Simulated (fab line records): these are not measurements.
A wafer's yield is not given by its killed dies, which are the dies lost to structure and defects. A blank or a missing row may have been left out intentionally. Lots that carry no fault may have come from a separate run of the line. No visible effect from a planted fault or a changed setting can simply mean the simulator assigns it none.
fab line records -- flow nand-harc
[record] lots = 6, wafers = 18, last-day = 25
route steps=1159 shown A_CHANNEL_HOLE_D1@455 END@1159
lots untouched by any fault: they come from a run of this same line in which no faults occurred
start-h: hours from the record's first day to the start of the lot's first wafer shown -- wait-h: time in hours since the lot's previous step -- " unchanged from the row above -- L1.1+2: one row covering several wafers at once -- - either no value or no given start -- * or withheld: withheld -- < > ~ a bound
route shown NAME@n: names a module that has steps shown in the file, with the first one's number in the route -- usual: the fault-free wafers' mean and standard deviation -- same: alike in all rows -- chamber/n: place in a boat -- sites: readings site by site -- _std_site: the values' standard deviation -- _edge_site: inner sites' mean taken away from outer sites' mean -- radius-mm: how far each site lies from the wafer's centre -- mask NAME#n: copy n -- behind: the tool/chamber that last shaped the wafer -- hold: what put the lot on hold/how long, in hours/how the hold closed -- device: the n, p or np transistor that did not switch -- end of line: at the end of the route, the tests of the same wafers -- a step with no rows: only its recipe -- killed: not the wafer's yield, but the dies lost to structure and defects at the first sort -- map: a wafer's dies, marking killed ones x, the rest . and places with no die _
set.NAME: the setting as run; set.NAME@STEP: as run at that earlier step -- model.NAME: the simulator's own value behind a step, which no gauge read
a table for each step, a row for each wafer; lots at some steps of the route
services: from which hour (start-h, from the record's first day; less than 0 if before it) a tool's chamber was out of use, for how many hours, and why
[[steps]]
[step NHARC_A_CHANNEL_HOLE_D1_COAT_37]
[recipe] temp-c = 225, time-s = 65
[step NHARC_A_CHANNEL_HOLE_D1_COAT_04]
[recipe] spin-rpm = 1500, resist-thk-nm = 90
[step NHARC_A_CHANNEL_HOLE_D1_SOFTBAKE_05]
[recipe] temp-c = 105, time-s = 55
[step NHARC_A_CHANNEL_HOLE_D1_EBR_06]
[step NHARC_A_CHANNEL_HOLE_D1_EXPOSE_07]
[recipe] na = 1.35, target-cd-nm = 100, sigma-outer = 0.3, dose-mj = 59.65, mask-id = HOLE_D1
[step NHARC_A_CHANNEL_HOLE_D1_PEB_08]
[recipe] peb-temp-c = 100, peb-time-s = 65
[step NHARC_A_CHANNEL_HOLE_D1_DEVELOP_09]
[recipe] develop-time-s = 35, dev-temp-c = 23
[step NHARC_A_CHANNEL_HOLE_D1_CD_MEAS_10]
[recipe] target-cd-nm = 100, landing-energy-ev = 500
[usual] cd-nm = 99.9/0.5
lot.wafer,tool,chamber,start-h,wait-h,cd-nm
L989.2,cd-sem-03,0,194.00,-,100.2
L989.3,cd-sem-03,0,194.00,-,100.3
L989.6,cd-sem-03,0,194.00,-,99.9
L996.2,cd-sem-02,0,230.79,-,99.2
L996.5,cd-sem-02,0,230.79,-,99.5
L996.6,cd-sem-02,0,230.79,-,100.0
L997.4,cd-sem-03,0,260.80,-,100.1
L997.5,cd-sem-03,0,260.80,-,100.7
L997.6,cd-sem-03,0,260.80,-,100.2
L101.1,cd-sem-01,0,265.68,-,100.2
L101.2,cd-sem-01,0,265.68,-,100.1
L101.4,cd-sem-01,0,265.68,-,99.6
L103.1,cd-sem-02,0,271.96,-,99.5
L103.2,cd-sem-02,0,271.96,-,99.0
L103.6,cd-sem-02,0,271.96,-,98.9
L107.2,cd-sem-01,0,309.57,-,100.0
L107.4,cd-sem-01,0,309.57,-,100.0
L107.6,cd-sem-01,0,309.57,-,100.3
[step NHARC_A_CHANNEL_HOLE_D1_OVL_MEAS_11]
[usual] overlay-x-nm = 0.1/0.82, overlay-y-nm = -0.2/0.75
lot.wafer,tool,chamber,start-h,wait-h,overlay-x-nm,overlay-y-nm
L989.2,overlay-02,-,194.08,-,0.9,-1.0
L989.3,overlay-02,-,194.08,-,0.5,-2.1
L989.6,overlay-02,-,194.08,-,1.0,-1.6
L996.2,overlay-02,-,230.88,-,-1.1,0.8
L996.5,overlay-02,-,230.88,-,-1.3,0.3
L996.6,overlay-02,-,230.88,-,-0.7,0.5
L997.4,overlay-01,-,260.88,-,0.3,0.1
L997.5,overlay-01,-,260.88,-,0.5,-0.2
L997.6,overlay-01,-,260.88,-,0.5,0.0
L101.1,overlay-01,-,265.77,-,-0.2,-0.2
L101.2,overlay-01,-,265.77,-,-0.3,0.6
L101.4,overlay-01,-,265.77,-,-0.3,0.4
L103.1,overlay-01,-,272.05,-,0.5,0.7
L103.2,overlay-01,-,272.05,-,0.0,1.1
L103.6,overlay-01,-,272.05,-,0.0,1.4
L107.2,overlay-02,-,309.65,-,1.6,-0.2
L107.4,overlay-02,-,309.65,-,1.3,-0.3
L107.6,overlay-02,-,309.65,-,1.7,-0.6
[step NHARC_A_CHANNEL_HOLE_D1_INSPECT_12]
[usual] raw-defect-count = 5.3/2.7
lot.wafer,tool,chamber,start-h,wait-h,raw-defect-count
L989.2,defect-inspect-01,-,194.12,0.0,3
L989.3,defect-inspect-01,-,194.12,0.0,15
L989.6,defect-inspect-01,-,194.12,0.0,8
L996.2,defect-inspect-01,-,230.92,0.0,4
L996.5,defect-inspect-01,-,230.92,0.0,4
L996.6,defect-inspect-01,-,230.92,0.0,6
L997.4,defect-inspect-02,-,260.92,0.0,8
L997.5,defect-inspect-02,-,260.92,0.0,9
L997.6,defect-inspect-02,-,260.92,0.0,5
L101.1,defect-inspect-01,-,265.82,0.1,5
L101.2,defect-inspect-01,-,265.82,0.1,3
L101.4,defect-inspect-01,-,265.82,0.1,3
L103.1,defect-inspect-01,-,272.09,0.0,3
L103.2,defect-inspect-01,-,272.09,0.0,10
L103.6,defect-inspect-01,-,272.09,0.0,6
L107.2,defect-inspect-01,-,309.69,0.0,4
L107.4,defect-inspect-01,-,309.69,0.0,7
L107.6,defect-inspect-01,-,309.69,0.0,10
[step NHARC_A_CHANNEL_HOLE_D1_DESCUM_15]
[recipe] time-s = 3, o2-flow-sccm = 200, ar-flow-sccm = 0, bias-power-w = 0, chemistry = O2
[usual] drypump-motor-current-A = 5.6/0.37, o2-flow-sccm = 200.0/0.58, oes-product-au = 0.998/0.0067, rf-vpp-V = 57.8/0.87, showerhead-plenum-p-Torr = 1.94/0.093, throttle-valve-pct = 11.311/0.0093
[same] bias-power-w = 0
lot.wafer,tool,chamber,start-h,wait-h,drypump-motor-current-A,o2-flow-sccm,oes-product-au,rf-hours-counter-h,rf-vpp-V,showerhead-plenum-p-Torr,throttle-valve-pct
L989.3,rie-diel-13,2,194.19,0.1,5.2,200.8,0.993,6,57.8,1.82,11.332
L989.2,rie-diel-13,3,194.19,0.1,5.6,200.1,0.996,7,58.1,1.92,11.322
L989.6,rie-diel-13,1,194.19,0.1,5.9,199.8,0.993,-,58.4,1.93,11.307
L996.2,rie-diel-02,3,230.98,0.1,5.8,200.2,1.005,5,58.9,2.02,11.314
L996.5,rie-diel-02,3,230.98,0.1,5.8,200.9,0.997,-,56.2,2.02,11.318
L996.6,rie-diel-02,0,230.98,0.1,5.7,199.4,1.015,-,57.0,1.96,11.313
L997.4,rie-diel-02,3,261.00,0.1,5.9,200.8,0.997,7,59.2,2.02,11.315
L997.6,rie-diel-02,0,261.00,0.1,5.7,199.4,0.996,-,58.2,1.96,11.301
L997.5,rie-diel-02,1,261.00,0.1,6.2,200.0,0.997,-,57.3,1.78,11.315
L101.4,rie-diel-13,3,265.89,0.1,5.6,200.0,0.997,14,57.6,1.92,11.306
L101.1,rie-diel-13,0,265.89,0.1,5.3,200.3,0.990,13,56.0,2.05,11.325
L101.2,rie-diel-13,1,265.89,0.1,5.9,199.7,1.000,12,57.9,1.93,11.301
L103.1,rie-diel-02,2,272.15,0.1,5.5,200.2,0.999,8,57.8,2.04,11.302
L103.2,rie-diel-02,3,272.15,0.1,5.8,199.2,0.994,7,57.2,2.02,11.314
L103.6,rie-diel-02,3,272.15,0.1,5.8,199.1,0.997,-,57.2,2.02,11.310
L107.4,rie-diel-11,0,309.77,0.1,5.5,200.0,1.007,6,58.0,1.81,11.307
L107.2,rie-diel-11,1,309.77,0.1,4.8,199.3,0.995,7,57.5,2.03,11.313
L107.6,rie-diel-11,0,309.77,0.1,5.5,199.7,1.005,-,57.1,1.81,11.312
[step NHARC_A_CHANNEL_HOLE_D1_ETCH_38]
[recipe] target-depth-a = 390, over-etch-frac = 0.3, time-s = 65, ion-energy-ev = 80, cf4-flow-sccm = 150, ar-flow-sccm = 0, rf-w = 300, bias-w = 100, chemistry = CF4
[usual] drypump-motor-current-A = 5.6/0.37, oes-product-au = 0.998/0.0087, rf-vpp-V = 151.5/1.3, showerhead-plenum-p-Torr = 1.79/0.081, throttle-valve-pct = 13.284/0.0094
lot.wafer,tool,chamber,start-h,wait-h,drypump-motor-current-A,oes-product-au,rf-hours-counter-h,rf-vpp-V,showerhead-plenum-p-Torr,throttle-valve-pct
L989.2,rie-diel-13,0,194.33,0.1,5.3,0.986,7,153.9,1.89,13.276
L989.3,rie-diel-13,1,194.33,0.1,5.9,0.991,6,151.3,1.78,13.287
L989.6,rie-diel-13,3,194.33,0.1,5.5,0.990,-,150.0,1.78,13.284
L996.2,rie-diel-02,3,231.08,0.1,5.8,0.995,5,152.0,1.86,13.288
L996.5,rie-diel-02,1,231.08,0.1,6.2,1.000,-,149.7,1.65,13.288
L996.6,rie-diel-02,2,231.08,0.1,5.5,1.002,-,152.2,1.88,13.280
L997.4,rie-diel-02,2,261.07,0.1,5.5,1.005,7,149.3,1.88,13.290
L997.6,rie-diel-02,1,261.07,0.1,6.2,1.003,-,149.7,1.65,13.289
L997.5,rie-diel-02,2,261.07,0.1,5.5,0.996,-,152.5,1.88,13.278
L101.2,rie-diel-13,1,265.97,0.1,5.9,0.988,12,150.4,1.78,13.286
L101.1,rie-diel-13,2,265.97,0.1,5.2,0.990,14,152.3,1.69,13.283
L101.4,rie-diel-13,0,265.97,0.1,5.2,0.979,13,153.1,1.89,13.292
L103.1,rie-diel-02,3,272.24,0.1,5.8,0.990,7,151.9,1.86,13.264
L103.2,rie-diel-02,2,272.24,0.1,5.5,0.992,8,153.4,1.88,13.299
L103.6,rie-diel-02,0,272.24,0.1,5.7,0.998,-,150.1,1.80,13.290
L107.2,rie-diel-11,1,309.86,0.1,4.8,0.999,7,151.3,1.87,13.284
L107.4,rie-diel-11,2,309.86,0.1,5.9,0.988,7,151.8,1.82,13.280
L107.6,rie-diel-11,0,309.86,0.1,5.4,1.015,-,151.5,1.68,13.280
[step NHARC_A_CHANNEL_HOLE_D1_ETCH_39]
[recipe] target-depth-a = 2600, over-etch-frac = 0.3, time-s = 325, ion-energy-ev = 200, n2-flow-sccm = 150, h2-flow-sccm = 150, ar-flow-sccm = 0, rf-w = 400, bias-w = 150, chemistry = N2/H2
[usual] drypump-motor-current-A = 5.6/0.38, oes-product-au = 0.999/0.0081, rf-vpp-V = 431/3, showerhead-plenum-p-Torr = 2.07/0.1, throttle-valve-pct = 14.171/0.01
lot.wafer,tool,chamber,start-h,wait-h,drypump-motor-current-A,oes-product-au,rf-hours-counter-h,rf-vpp-V,showerhead-plenum-p-Torr,throttle-valve-pct
L989.2,rie-diel-13,1,194.41,-,5.9,0.986,6,431,2.06,14.180
L989.3,rie-diel-13,3,194.41,-,5.6,0.991,7,430,2.05,14.187
L989.6,rie-diel-13,2,194.41,-,5.2,0.985,-,427,1.94,14.170
L996.2,rie-diel-02,0,231.20,-,5.7,0.986,5,432,2.09,14.159
L996.5,rie-diel-02,2,231.20,-,5.5,1.001,-,434,2.18,14.166
L996.6,rie-diel-02,3,231.20,-,5.8,0.996,-,433,2.16,14.167
L997.4,rie-diel-02,3,261.20,-,5.9,0.990,7,435,2.15,14.179
L997.6,rie-diel-02,1,261.20,-,6.3,0.987,-,427,1.89,14.174
L997.5,rie-diel-02,2,261.20,-,5.5,0.847,-,435,2.18,14.172
L101.2,rie-diel-13,3,266.06,-,5.6,0.993,14,431,2.05,14.170
L101.4,rie-diel-13,1,266.06,-,6.0,0.986,12,432,2.05,14.181
L101.1,rie-diel-13,2,266.06,-,5.2,0.989,14,427,1.93,14.165
L103.1,rie-diel-02,1,272.35,-,6.2,0.994,8,426,1.89,14.174
L103.2,rie-diel-02,2,272.35,-,5.5,0.842,8,433,2.18,14.176
L103.6,rie-diel-02,1,272.35,-,6.2,1.007,-,426,1.89,14.175
L107.2,rie-diel-11,3,309.99,-,5.4,1.005,7,430,1.99,14.171
L107.4,rie-diel-11,0,309.99,-,5.5,1.005,6,428,1.93,14.180
L107.6,rie-diel-11,2,309.99,-,5.9,1.002,-,432,2.11,14.159
[step NHARC_A_CHANNEL_HOLE_D1_ETCH_34]
[recipe] target-depth-a = 1540, time-s = 77, cf4-flow-sccm = 100, chf3-flow-sccm = 30, ar-flow-sccm = 0, rf-w = 500, bias-w = 200, chemistry = CF4/CHF3
[usual] drypump-motor-current-A = 5.6/0.37, oes-product-au = 0.952/0.022, rf-vpp-V = 371.2/2.5, showerhead-plenum-p-Torr = 1.59/0.073, throttle-valve-pct = 16.803/0.0086
lot.wafer,tool,chamber,start-h,wait-h,drypump-motor-current-A,oes-product-au,rf-hours-counter-h,rf-vpp-V,showerhead-plenum-p-Torr,throttle-valve-pct
L989.3,rie-diel-13,1,-,-,5.9,0.918,6,372.4,1.58,16.821
L989.2,rie-diel-13,2,-,-,5.2,0.921,6,368.2,1.50,16.796
L989.6,rie-diel-13,2,-,-,5.2,0.926,-,366.9,1.50,16.799
L996.2,rie-diel-02,2,-,-,5.5,0.922,5,373.0,1.67,16.812
L996.6,rie-diel-02,0,-,-,5.7,0.916,-,371.0,1.61,16.805
L996.5,rie-diel-02,1,-,-,6.2,0.922,-,365.9,1.47,16.809
L997.4,rie-diel-02,1,-,-,6.2,0.962,7,368.1,1.47,16.809
L997.5,rie-diel-02,2,-,-,5.5,0.971,-,373.5,1.67,16.796
L997.6,rie-diel-02,3,-,-,5.8,0.961,-,372.2,1.66,16.793
L101.2,rie-diel-13,0,-,-,5.3,0.972,13,374.3,1.68,16.804
L101.4,rie-diel-13,1,-,-,5.9,0.961,12,372.0,1.58,16.799
L101.1,rie-diel-13,2,-,-,5.2,0.942,14,369.2,1.50,16.814
L103.1,rie-diel-02,3,-,-,5.8,0.926,8,374.1,1.66,16.792
L103.2,rie-diel-02,2,-,-,5.5,0.918,8,373.8,1.67,16.791
L103.6,rie-diel-02,0,-,-,5.7,0.931,-,371.3,1.61,16.799
L107.4,rie-diel-11,3,-,-,5.4,0.988,7,369.7,1.54,16.798
L107.2,rie-diel-11,1,-,-,4.7,0.954,7,373.3,1.66,16.797
L107.6,rie-diel-11,3,-,-,5.4,0.975,-,369.1,1.54,16.810
[step NHARC_END_SORT_01]
[recipe] temp-c = 25
[usual] killed-at-array = 28/11, killed-at-other = 0.7/1.1, killed-at-periphery = 2.9/2, killed-dies = 32/11, killed-open = 3.2/1.8, killed-short = 2.0/1.4
[same] gross-dies = 677
lot.wafer,tool,chamber,start-h,wait-h,killed-at-array,killed-at-other,killed-at-periphery,killed-dies,killed-open,killed-short
L997.5,prober-02,0,520.94,3.7,173,0,0,173,3,2
L103.2,prober-01,0,534.83,2.8,140,0,1,141,3,1
// killed by level:class
L997.5 A_CHANNEL_HOLE_D1:area-etch=151 A_SLIT:chamber-film-flake=7 A_CHANNEL_HOLE_D1:chamber-film-flake=6 A_ZERO_WELL:chamber-film-flake=2 A_ONON_D1:geometric-particle:open=1 A_CHANNEL_HOLE_D1:geometric-particle:short=1 A_WL_FILL:geometric-particle:short=1 A_CONTACT:geometric-particle:open=1
L103.2 A_CHANNEL_HOLE_D1:area-etch=100 A_CHANNEL_HOLE_D1:chamber-film-flake=25 A_STAIRCASE:chamber-film-flake=7 A_M0:geometric-particle:open=2 A_WL_FILL:chamber-film-flake=2 P_CONTACT:geometric-particle:open=1 A_ONON_D1:geometric-particle:short=1 A_SGD_CUT:chamber-film-flake=1
// map L997.5 (x killed, . not)
____________x____________
_________xxxx.xx_________
_______xx...xxxxxx_______
______xx..x.....x.x______
_____xx..xxx..x.xxxx_____
____xxxx.x.x....x.xxx____
____.x....x......x..x____
___.xxx........x...x.x___
___...x.........x.xx.x___
__.x...........xx.xxxxx__
__...............x..xxx__
_xx...........x..x..x.xx_
_x..........x....x..xxxx_
_.................x.x.xx_
_.................x...xx_
_.....................xx_
x....x.................xx
................x.xxxxxxx
.....................xxxx
............x........xx.x
.x...................x..x
_........x...........xxx_
_.....................xx_
_....................x.x_
_xx.x..................x_
_..........x.......x..xx_
__...............x.xx.x__
__x...............x...x__
___........x........xx___
___...............x..x___
____.............x.xx____
____..x..x.x.x..xxx.x____
_____x.......xxx.xxx_____
______........xxxxx______
_______....xxx.xxx_______
_________.x..xx._________
____________.____________
// map L103.2 (x killed, . not)
____________.____________
_________...x..._________
_______.....x.x.x._______
______.....xxx.....______
_____.......x......._____
____..x......x......x____
____......x..xx.xx...____
___................xxx___
___x......x........xxx___
__..x........xxx...xxx.__
__.x..........x..xxxx..__
_....x.x........xxxx...._
_.........x.x....xx....._
_........x......x..xx..._
_.x............x..x...x._
_...................x..._
..x................x..xx.
..........x.xx......x..xx
.x..............x.xx...xx
.............x....x.xx..x
..x..............x..xx..x
_.........x..x..x....xx._
_.......x.....x...x..x.x_
_.............x.x....x.x_
_...........x....x......_
_...........xx..x.....x._
__.......xx.x..........__
__......x.xxxx.x......x__
___........x.x.....x..___
___...x....xxxx.x.x.xx___
____...xx.x.xxx..x..x____
____......xxx........____
_____.............x._____
______........x.xxx______
_______..........._______
_________.....x._________
____________.____________
[[services]]
tool,chamber,start-h,hours,kind
rie-diel-02,0,184.20,-,clean
rie-diel-02,1,184.20,-,clean
rie-diel-02,2,184.20,-,clean
rie-diel-02,3,184.20,-,clean
rie-diel-11,-,189.50,9.0,pm
rie-diel-02,0,208.70,-,clean
rie-diel-02,1,208.70,-,clean
rie-diel-02,2,208.70,-,clean
rie-diel-02,3,208.70,-,clean
rie-diel-11,-,215.80,2.6,repair
rie-diel-13,-,230.35,0.8,repair
rie-diel-02,0,233.20,-,clean
rie-diel-02,1,233.20,-,clean
rie-diel-02,2,233.20,-,clean
rie-diel-02,3,233.20,-,clean
rie-diel-13,1,233.97,10.8,repair
rie-diel-02,0,257.70,-,clean
rie-diel-02,1,257.70,-,clean
rie-diel-02,2,257.70,-,clean
rie-diel-02,3,257.70,-,clean
rie-diel-13,-,276.23,9.0,pm
rie-diel-02,0,282.20,-,clean
rie-diel-02,1,282.20,-,clean
rie-diel-02,2,282.20,-,clean
[[key]]
[first-sign] step = NHARC_A_CHANNEL_HOLE_D1_ETCH_39, reading = oes-product-au, direction = down, sigmas = 19, usual = 0.999, struck = 0.844
[effect] step = NHARC_END_SORT_01, reading = killed-at-array, direction = up, sigmas = 12, usual = 28, struck = 156
[more-kills-born-at] NHARC_A_CHANNEL_HOLE_D1_ETCH_39@rie-diel-02 = 251
met-at NHARC_A_CHANNEL_HOLE_D1_ETCH_39
struck-wafers L997.5,L103.2
tester-left-out L997,L103
onset-between 231.20 261.20
[fault] kind = process-parameter-drift, tool = rie-diel-02, chamber = 2, onset-h = 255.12, steps = NHARC_A_CHANNEL_HOLE_D1_ETCH_39, channel = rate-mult, offset = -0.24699, shape = step, end-h = 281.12
// tester-left-out: of these lots the tester's yield and bins aren't shown, on N5 and GAA mostly nor the transistor test; their killed dies are dies lost to structure and defects alone, not to doping, threshold or leakage, so they don't give the yield
